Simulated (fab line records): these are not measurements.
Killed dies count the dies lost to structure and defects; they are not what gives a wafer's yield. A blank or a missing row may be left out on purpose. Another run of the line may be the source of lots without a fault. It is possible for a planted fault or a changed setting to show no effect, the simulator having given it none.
Which tool is to blame?	flow nand harc	54 wafers from 18 lots sampled at 6 of the route's 1159 steps

## WHAT EACH GAUGE READ, for each wafer
Not one reading of a measure or inspect step in the record can be checked against a usual standard deviation.

## WHAT TOOL EACH LOT RAN ON (gives the tool, then ch and the chambers of the sampled wafers, and finally the start)
lot	NHARC_A_STAIRCASE_DESCUM_186	NHARC_A_STAIRCASE_TRIM_200	NHARC_A_STAIRCASE_TRIM_220	NHARC_A_STAIRCASE_TRIM_222	NHARC_A_STAIRCASE_DEP_259	NHARC_A_STAIRCASE_ETCH_292
L074	rie diel-02 ch 0,1,3, day 11 07:35	rie diel-02 ch 1,2,3, day 11 11:14 or earlier	rie diel-02 ch 1,2,3, day 11 11:14	rie diel-02 ch 1,2,3, day 11 18:38 or earlier	pecvd-04 ch 0,1,2, day 11 18:38	rie diel-05 ch 1,2,3, day 11 19:43
L075	rie diel-13 ch 1,2,3, day 11 09:52	rie diel-05 ch 0,1,2, day 11 14:05 or earlier	rie diel-05 ch 0,1,3, day 11 14:05	rie diel-05 ch 0,1,2, day 11 20:40 or earlier	pecvd-02 ch 0,1,2, day 11 20:40	rie diel-05 ch 1,2,3, day 11 21:43
L076	rie diel-13 ch 0,2,3, day 11 15:32	rie diel-02 ch 1,2,3, day 11 19:19 or earlier	rie diel-02 ch 0,2,3, day 11 19:19	rie diel-02 ch 0,1,2, day 12 01:48 or earlier	pecvd-02 ch 0,2, day 12 01:48	rie diel-02 ch 0,1,2, day 12 02:54
L079	rie diel-13 ch 0,2, day 11 16:40	rie diel-13 ch 1,3, day 11 20:31 or earlier	rie diel-13 ch 1,2, day 11 20:31	rie diel-13 ch 0,2, day 12 03:35 or earlier	pecvd-01 ch 0,2, day 12 03:35	rie diel-05 ch 0,3, day 12 04:41
L078	rie diel-02 ch 1,2,3, day 11 20:52	rie diel-02 ch 0,1,3, day 12 00:54 or earlier	rie diel-13 ch 2,3, day 12 00:54	rie diel-13 ch 0,2,3, day 12 09:59 or earlier	pecvd-02 ch 0,1,2, day 12 09:59	rie diel-05 ch 0,2, day 12 11:02
L081	rie diel-05 ch 0,2,3, day 12 18:31	rie diel-02 ch 0,1,3, day 12 22:35 or earlier	rie diel-13 ch 1,2,3, day 12 22:35	rie diel-13 ch 0,1,3, day 13 05:09 or earlier	pecvd-04 ch 0,2, day 13 05:09	rie diel-05 ch 0,1,3, day 13 06:14
L080	rie diel-05 ch 1,2,3, day 13 02:05	rie diel-13 ch 0,1,2, day 13 06:03 or earlier	rie diel-05 ch 0,2,3, day 13 06:03	rie diel-05 ch 0,1,3, day 13 15:50 or earlier	pecvd-02 ch 1,2, day 13 15:50	rie diel-05 ch 0,1,3, day 13 16:52
L082	rie diel-02 ch 1,2,3, day 13 05:33	rie diel-02 ch 1,2,3, day 13 09:41 or earlier	rie diel-05 ch 1,3, day 13 09:41	rie diel-05 ch 1,2, day 13 20:17 or earlier	pecvd-01 ch 1,2, day 13 20:17	rie diel-13 ch 0,1, day 13 22:09
L084	rie diel-02 ch 1,3, day 13 09:32	rie diel-02 ch 1,3, day 13 13:40 or earlier	rie diel-02 ch 1,2,3, day 13 13:40	rie diel-02 ch 1,3, day 13 22:14 or earlier	pecvd-04 ch 0,1,2, day 13 22:14	rie diel-02 ch 0,1,3, day 13 23:18
L089	rie diel-02 ch 2,3, day 14 03:26	rie diel-13 ch 1,2, day 14 07:45 or earlier	rie diel-13 ch 0,1,3, day 14 07:45	rie diel-13 ch 1,2, day 14 16:15 or earlier	pecvd-02 ch 0,1, day 14 16:15	rie diel-13 ch 2,3, day 14 17:17
L085	rie diel-02 ch 0,1,3, day 14 04:12	rie diel-02 ch 0,1,2, day 14 09:32 or earlier	rie diel-05 ch 0,1,3, day 14 09:32	rie diel-05 ch 1,2,3, day 14 18:21 or earlier	pecvd-01 ch 0,1, day 14 18:21	rie diel-05 ch 0,2,3, day 14 19:23
L087	rie diel-13 ch 2,3, day 14 05:58	rie diel-05 ch 0,1,2, day 14 12:11 or earlier	rie diel-02 ch 1,2, day 14 12:11	rie diel-02 ch 0,1, day 14 20:37 or earlier	pecvd-01 ch 0,1,2, day 14 20:37	rie diel-05 ch 0,1,3, day 14 21:38
L086	rie diel-13 ch 1,2,3, day 14 07:31	rie diel-13 ch 1,2, day 14 11:50 or earlier	rie diel-02 ch 0,1,2, day 14 11:50	rie diel-02 ch 0,1,3, day 14 20:16 or earlier	pecvd-02 ch 1,2, day 14 20:16	rie diel-13 ch 0,2,3, day 14 21:21
L091	rie diel-13 ch 0,2,3, day 15 05:45	rie diel-02 ch 0,2, day 15 10:46 or earlier	rie diel-02 ch 0,1,2, day 15 10:46	rie diel-02 ch 1,2, day 15 18:24 or earlier	pecvd-04 ch 0,1,2, day 15 18:24	rie diel-13 ch 1,2,3, day 15 19:19
L090	rie diel-02 ch 0,2, day 15 13:22	rie diel-13 ch 0,3, day 15 19:47 or earlier	rie diel-05 ch 1,2, day 15 19:47	rie diel-05 ch 0,1,3, day 16 03:04 or earlier	pecvd-01 ch 0,1,2, day 16 03:04	rie diel-13 ch 0,3, day 16 04:05
L093	rie diel-05 ch 0,2,3, day 15 15:52	rie diel-05 ch 0,1,2, day 15 21:23 or earlier	rie diel-13 ch 0,1,2, day 15 21:23	rie diel-13 ch 0,3, day 16 04:23 or earlier	pecvd-01 ch 0,1, day 16 04:23	rie diel-13 ch 1,2, day 16 05:36
L096	rie diel-05 ch 0,2,3, day 16 03:23	rie diel-05 ch 1,2,3, day 16 07:44 or earlier	rie diel-02 ch 0,3, day 16 07:44	rie diel-02 ch 0,1,2, day 16 15:53 or earlier	pecvd-01 ch 1,2, day 16 15:53	rie diel-05 ch 0,3, day 16 17:00
L095	rie diel-02 ch 0,1,3, day 16 04:26	rie diel-02 ch 1,2,3, day 16 10:40 or earlier	rie diel-05 ch 0,1,2, day 16 10:40	rie diel-05 ch 1,2,3, day 16 19:28 or earlier	pecvd-02 ch 0,1,2, day 16 19:28	rie diel-05 ch 0,2,3, day 16 20:34
- NHARC_A_STAIRCASE_DESCUM_186: chemistry O2, time 3 s.
- NHARC_A_STAIRCASE_TRIM_200: chemistry O2, time 211.2 s.
- NHARC_A_STAIRCASE_TRIM_220: chemistry O2, time 211.2 s.
- NHARC_A_STAIRCASE_TRIM_222: chemistry O2, time 211.2 s.
- NHARC_A_STAIRCASE_DEP_259: deposits SiON, target thk 30 nm.
- NHARC_A_STAIRCASE_ETCH_292: etches the open film in CF4/CHF3.

## WHAT THE TOOLS THEMSELVES READ (means of the sampled wafers that have a number; where no wafer has one, the mark that the record gives instead)
NHARC_A_STAIRCASE_DESCUM_186. Usual: value, then standard deviation, for each; chamber pressure mTorr 60.00 mTorr / 0.053; drypump motor current A 5.7 A / 0.39; mfc ar sccm 0.007 sccm / 0.0093; oes product au 0.995 a.u. / 0.011; rf vpp V 57.8 V / 0.93; showerhead plenum p Torr 1.90 Torr / 0.094; throttle valve pct 11.311 % / 0.0088.
lot	tool	chamber pressure mTorr (mTorr)	drypump motor current A (A)	mfc ar sccm (sccm)	oes product au (a.u.)	rf vpp V (V)	showerhead plenum p Torr (Torr)	throttle valve pct (%)	flag
L074	rie diel-02	60.01	6.0	0.014	0.992	57.9	1.89	11.308	
L075	rie diel-13	60.01	5.7	0.009	0.989	57.7	1.85	11.305	
L076	rie diel-13	59.95	5.7	0.009	0.982	57.2	1.89	11.315	
L079	rie diel-13	60.01	5.4	0.013	1.001	58.3	1.96	11.315	
L078	rie diel-02	59.99	5.8	0.003	0.996	57.3	1.92	11.321	
L081	rie diel-05	60.01	5.8	0.003	0.991	58.2	1.95	11.309	
L080	rie diel-05	60.00	5.5	0.003	0.992	58.2	1.92	11.308	
L082	rie diel-02	59.98	5.8	0.003	0.991	57.7	1.91	11.317	
L084	rie diel-02	59.99	6.2	0.007	0.990	57.3	1.87	11.322	
L089	rie diel-02	60.06	5.9	0.000	1.001	57.8	1.86	11.321	
L085	rie diel-02	60.01	6.0	0.014	0.991	58.0	1.88	11.306	
L087	rie diel-13	59.99	5.8	0.012	0.992	57.4	1.84	11.311	
L086	rie diel-13	59.98	5.7	0.009	0.994	57.8	1.84	11.316	
L091	rie diel-13	60.02	5.7	0.009	0.994	57.9	1.88	11.316	
L090	rie diel-02	60.00	5.4	0.021	1.002	58.1	1.98	11.311	
L093	rie diel-05	59.99	5.8	0.003	1.001	57.7	1.94	11.311	
L096	rie diel-05	60.07	5.7	0.003	1.002	58.4	1.94	11.322	
L095	rie diel-02	60.06	6.0	0.014	1.008	58.3	1.98	11.306	

NHARC_A_STAIRCASE_TRIM_200. Usual: value, then standard deviation, for each; chamber pressure mTorr 60.00 mTorr / 0.059; drypump motor current A 5.7 A / 0.41; mfc ar sccm 0.008 sccm / 0.01; oes product au 0.996 a.u. / 0.011; rf vpp V 57.7 V / 0.87; showerhead plenum p Torr 3.53 Torr / 0.16; throttle valve pct 17.035 % / 0.0088.
lot	tool	chamber pressure mTorr (mTorr)	drypump motor current A (A)	mfc ar sccm (sccm)	oes product au (a.u.)	rf vpp V (V)	showerhead plenum p Torr (Torr)	throttle valve pct (%)	flag
L074	rie diel-02	59.99	5.8	0.003	1.002	57.6	3.54	17.042	
L075	rie diel-05	59.95	5.9	0.006	0.994	57.7	3.52	17.032	
L076	rie diel-02	60.00	5.8	0.003	1.006	57.7	3.54	17.037	
L079	rie diel-13	60.00	5.9	0.003	0.979	56.7	3.30	17.033	
L078	rie diel-02	59.95	6.0	0.014	1.003	57.7	3.48	17.042	
L081	rie diel-02	59.91	6.0	0.014	1.001	57.4	3.48	17.035	
L080	rie diel-13	60.03	5.6	0.007	0.994	57.3	3.49	17.034	
L082	rie diel-02	59.97	5.8	0.003	1.001	58.1	3.53	17.030	
L084	rie diel-02	59.99	6.2	0.007	0.983	57.1	3.45	17.044	
L089	rie diel-13	60.05	5.5	0.013	0.996	57.8	3.53	17.031	
L085	rie diel-02	60.01	5.6	0.014	0.995	57.5	3.64	17.032	
L087	rie diel-05	59.96	5.9	0.006	0.991	58.2	3.50	17.035	
L086	rie diel-13	59.98	5.6	0.007	0.988	57.5	3.41	17.043	
L091	rie diel-02	60.06	5.4	0.021	1.000	58.3	3.66	17.037	
L090	rie diel-13	60.03	5.9	0.005	0.993	58.1	3.36	17.023	
L093	rie diel-05	59.96	5.9	0.006	1.001	58.0	3.50	17.027	
L096	rie diel-05	60.02	5.5	0.003	1.003	57.2	3.52	17.029	
L095	rie diel-02	60.01	5.8	0.003	1.003	58.6	3.70	17.039	

NHARC_A_STAIRCASE_TRIM_220. Usual: value, then standard deviation, for each; chamber pressure mTorr 59.99 mTorr / 0.061; drypump motor current A 5.7 A / 0.4; mfc ar sccm 0.007 sccm / 0.0086; oes product au 0.996 a.u. / 0.0099; rf vpp V 57.7 V / 0.78; showerhead plenum p Torr 3.51 Torr / 0.16; throttle valve pct 17.037 % / 0.0081.
lot	tool	chamber pressure mTorr (mTorr)	drypump motor current A (A)	mfc ar sccm (sccm)	oes product au (a.u.)	rf vpp V (V)	showerhead plenum p Torr (Torr)	throttle valve pct (%)	flag
L074	rie diel-02	60.06	5.8	0.003	0.995	57.8	3.54	17.036	
L075	rie diel-05	60.03	5.7	0.006	0.992	58.2	3.52	17.037	
L076	rie diel-02	59.94	5.6	0.011	0.991	57.6	3.56	17.046	
L079	rie diel-13	59.94	5.6	0.007	0.988	56.5	3.42	17.038	
L078	rie diel-13	59.99	5.8	0.012	0.990	57.9	3.41	17.036	
L081	rie diel-13	59.99	5.7	0.009	1.002	57.3	3.41	17.046	
L080	rie diel-05	60.00	5.8	0.003	0.994	58.0	3.59	17.033	
L082	rie diel-05	59.97	5.5	0.005	0.991	57.5	3.46	17.040	
L084	rie diel-02	60.01	5.8	0.003	0.996	57.7	3.53	17.031	
L089	rie diel-13	59.98	5.8	0.003	0.992	57.5	3.37	17.044	
L085	rie diel-05	59.98	5.7	0.006	0.989	57.6	3.50	17.039	
L087	rie diel-02	59.98	5.4	0.003	0.990	57.6	3.69	17.030	
L086	rie diel-02	60.04	5.6	0.014	0.989	57.8	3.64	17.033	
L091	rie diel-02	60.01	5.6	0.014	0.995	58.2	3.64	17.037	
L090	rie diel-05	60.02	5.6	0.005	1.002	57.1	3.45	17.031	
L093	rie diel-13	59.95	5.6	0.007	0.993	57.9	3.48	17.038	
L096	rie diel-02	60.00	6.1	0.011	0.999	58.0	3.74	17.033	
L095	rie diel-05	60.04	5.8	0.006	0.997	59.0	3.49	17.042	

NHARC_A_STAIRCASE_TRIM_222. Usual: value, then standard deviation, for each; chamber pressure mTorr 60.00 mTorr / 0.058; drypump motor current A 5.7 A / 0.37; mfc ar sccm 0.007 sccm / 0.0094; oes product au 0.995 a.u. / 0.011; rf vpp V 57.7 V / 0.87; showerhead plenum p Torr 3.51 Torr / 0.15; throttle valve pct 17.038 % / 0.01.
lot	tool	chamber pressure mTorr (mTorr)	drypump motor current A (A)	mfc ar sccm (sccm)	oes product au (a.u.)	rf vpp V (V)	showerhead plenum p Torr (Torr)	throttle valve pct (%)	flag
L074	rie diel-02	60.01	5.8	0.003	1.003	57.2	3.54	17.038	
L075	rie diel-05	60.06	5.9	0.006	0.994	57.1	3.51	17.037	
L076	rie diel-02	60.00	5.6	0.014	1.002	59.0	3.65	17.032	
L079	rie diel-13	60.05	5.5	0.007	0.993	57.9	3.57	17.049	
L078	rie diel-13	59.98	5.6	0.009	0.991	58.5	3.49	17.033	
L081	rie diel-13	60.02	5.8	0.003	0.984	57.1	3.37	17.036	
L080	rie diel-05	60.02	5.7	0.006	0.986	57.7	3.51	17.039	
L082	rie diel-05	59.96	5.7	0.003	0.997	57.8	3.53	17.037	
L084	rie diel-02	59.96	6.2	0.003	0.997	57.6	3.36	17.048	
L089	rie diel-13	59.99	5.6	0.007	0.988	57.1	3.41	17.040	
L085	rie diel-05	59.94	5.5	0.003	0.983	57.6	3.53	17.037	
L087	rie diel-02	60.02	5.9	0.017	0.995	57.8	3.56	17.035	
L086	rie diel-02	60.00	6.0	0.014	0.992	57.6	3.47	17.043	
L091	rie diel-02	60.05	5.4	0.003	1.007	57.4	3.69	17.051	
L090	rie diel-05	60.02	5.7	0.006	1.012	58.7	3.50	17.028	
L093	rie diel-13	59.99	5.8	0.003	0.994	57.6	3.43	17.033	
L096	rie diel-02	59.96	5.6	0.014	1.001	58.5	3.63	17.036	
L095	rie diel-05	60.02	5.6	0.003	1.005	57.9	3.52	17.034	

NHARC_A_STAIRCASE_DEP_259. Usual: 785 W for heater power w, sd 90.
lot	tool	heater power w (W)	flag
L074	pecvd-04	701	
L075	pecvd-02	808	
L076	pecvd-02	803	
L079	pecvd-01	778	
L078	pecvd-02	826	
L081	pecvd-04	797	
L080	pecvd-02	808	
L082	pecvd-01	836	
L084	pecvd-04	706	
L089	pecvd-02	828	
L085	pecvd-01	854	
L087	pecvd-01	763	
L086	pecvd-02	802	
L091	pecvd-04	711	
L090	pecvd-01	780	
L093	pecvd-01	861	
L096	pecvd-01	857	
L095	pecvd-02	841	

NHARC_A_STAIRCASE_ETCH_292. Usual: value, then standard deviation, for each; chamber pressure mTorr 25.002 mTorr / 0.024; drypump motor current A 5.7 A / 0.35; mfc ar sccm 0.006 sccm / 0.0076; oes product au 0.949 a.u. / 0.021; rf vpp V 370.1 V / 2.4; showerhead plenum p Torr 1.56 Torr / 0.064; throttle valve pct 16.803 % / 0.0092.
lot	tool	chamber pressure mTorr (mTorr)	drypump motor current A (A)	mfc ar sccm (sccm)	oes product au (a.u.)	rf vpp V (V)	showerhead plenum p Torr (Torr)	throttle valve pct (%)	flag
L074	rie diel-05	25.001	5.5	0.003	0.964	371.2	1.58	16.800	
L075	rie diel-05	25.010	5.5	0.003	0.968	370.7	1.58	16.795	
L076	rie diel-02	25.005	5.6	0.014	0.946	371.7	1.63	16.795	
L079	rie diel-05	25.014	5.6	0.003	0.956	372.3	1.60	16.792	
L078	rie diel-05	25.008	5.9	0.003	0.966	372.1	1.60	16.799	
L081	rie diel-05	25.002	5.7	0.006	0.941	370.5	1.57	16.810	
L080	rie diel-05	24.989	5.7	0.006	0.966	370.0	1.57	16.797	
L082	rie diel-13	25.002	5.7	0.000	0.913	368.1	1.50	16.804	
L084	rie diel-02	24.988	6.0	0.014	0.912	370.1	1.55	16.814	
L089	rie diel-13	24.996	5.8	0.012	0.948	369.0	1.51	16.805	
L085	rie diel-05	25.030	5.8	0.003	0.971	371.1	1.60	16.811	
L087	rie diel-05	25.025	5.7	0.006	0.941	369.9	1.56	16.799	
L086	rie diel-13	25.001	5.6	0.009	0.971	370.2	1.55	16.802	
L091	rie diel-13	25.000	5.7	0.009	0.965	368.3	1.52	16.800	
L090	rie diel-13	25.031	5.8	0.003	0.957	369.9	1.53	16.802	
L093	rie diel-13	24.993	5.6	0.007	0.938	368.7	1.51	16.808	
L096	rie diel-05	24.992	5.6	0.003	0.931	371.3	1.59	16.801	
L095	rie diel-05	24.988	5.8	0.003	0.923	371.0	1.59	16.798	

## THE ANSWER, worked out from the rows above alone
Rule: a lot is off if the mean of its wafers that have a number lies more than 3 standard deviations from the usual mean. Also off: a lot with no number at a reading for which 4 or more lots have one. Any other lot the step has rows for is counted as sound. After the gauges, taken in route order, come the tools' own readings; for these a lot's mean is taken, as printed above. At the first step where some lot is off, the reading lying furthest off is the one used; lots without a number count as furthest.
Nothing can be told from this: no lot is off at any reading shown.

## WHAT THE SIMULATOR PUT IN
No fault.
